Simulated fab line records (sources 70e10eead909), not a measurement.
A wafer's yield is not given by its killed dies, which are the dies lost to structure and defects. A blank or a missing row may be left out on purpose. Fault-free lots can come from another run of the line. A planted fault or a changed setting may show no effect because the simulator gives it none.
What tool caused it? -- flow nand-harc -- 21 wafers sampled from 7 lots at 1 step of a route of 1302

## WHAT EACH GAUGE READ, for each wafer
NHARC_A_BLC_INSPECT_28.
lot,measured,on,raw-defect-count
L272,day 23 06:43,defect-inspect-01,672 553 584
L273,day 23 20:04,defect-inspect-01,468 490 540
L276,day 25 12:04,defect-inspect-01,595 600 579
L278,day 25 19:41,defect-inspect-02,540 494 553
L280,day 26 17:16,defect-inspect-01,398 352 355
L293,day 31 21:32,defect-inspect-02,609 774 974
L294,day 31 22:34,defect-inspect-01,496 422 490

## WHICH TOOL RAN EACH LOT (tool, then ch and the chambers of the sampled wafers, then the start)
Record: no process step prior to these readings.

## THE ANSWER, worked out from the rows above alone
Rule: the lots themselves supply what counts as usual. Put in order of their means at a reading, lots are off if they are a third of the lots or fewer, leave a main group of 4 or more, and stand apart from it by a gap of 3 or more times the standard deviation of the main group's means; of several such gaps the widest counts. A main group is skipped when, at the precision printed for the reading in the tables above, its means are all equal. Also off: a lot with no number at a reading for which 4 or more lots have one. The other lots that the step has rows for count as sound.
None of the lots is off at any reading shown; this tells nothing.

## WHAT THE SIMULATOR PUT IN
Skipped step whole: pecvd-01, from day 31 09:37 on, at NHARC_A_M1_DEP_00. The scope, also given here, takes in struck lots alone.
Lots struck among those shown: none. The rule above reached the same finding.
